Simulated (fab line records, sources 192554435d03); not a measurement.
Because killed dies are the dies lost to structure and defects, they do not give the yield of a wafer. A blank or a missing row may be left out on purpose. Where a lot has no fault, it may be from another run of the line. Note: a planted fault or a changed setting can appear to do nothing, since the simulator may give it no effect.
Chamber matching	flow n5_finfet	4 sister chambers for N5_BEOL_M6_ETCH_61 on rie_diel-03
The step etches SiARC in CF4, target depth 45.5 nm, time 75.8 s. 4 wafers are shown with their chamber, then 12 later ones without.

## WAFERS WITH THEIR CHAMBER
wafer	chamber	drypump_motor_current_A (A)
L084.2	1	6.5
L084.3	3	4.9
L085.4	0	5.5
L085.5	2	5.3

## WAFERS WHOSE CHAMBER IS MISSING
wafer	drypump_motor_current_A (A)
L087.4	5.5
L087.5	6.5
L087.6	5.5
L091.2	4.8
L091.3	6.5
L091.4	5.5
L093.2	5.5
L093.3	4.9
L093.4	5.5
L096.2	5.5
L096.4	6.5
L096.6	4.9

## EACH ONE'S CHAMBER
wafer	from the rows above	in truth
L087.4	0	0
L087.5	1	1
L087.6	0	0
L091.2	3	3
L091.3	1	1
L091.4	0	0
L093.2	0	0
L093.3	3	3
L093.4	0	0
L096.2	0	0
L096.4	1	1
L096.6	3	3
Correctly placed: 12 of 12. Left unplaced by these rows: 0. Number placed wrongly: 0.
How it was worked out, from the rows above alone: a wafer's distance from a chamber is the root of the sum, over the readings, of the square of ((its reading less the chamber's mean) divided by the reading's scatter). The wafer belongs to the nearest chamber; if the next one is less than 2 further off, it can't be placed. For every chamber, the mean is computed from those of its wafers that are shown. The scatter: root of mean squared gap, hidden wafer to nearest shown wafer, with one shown wafer a chamber.
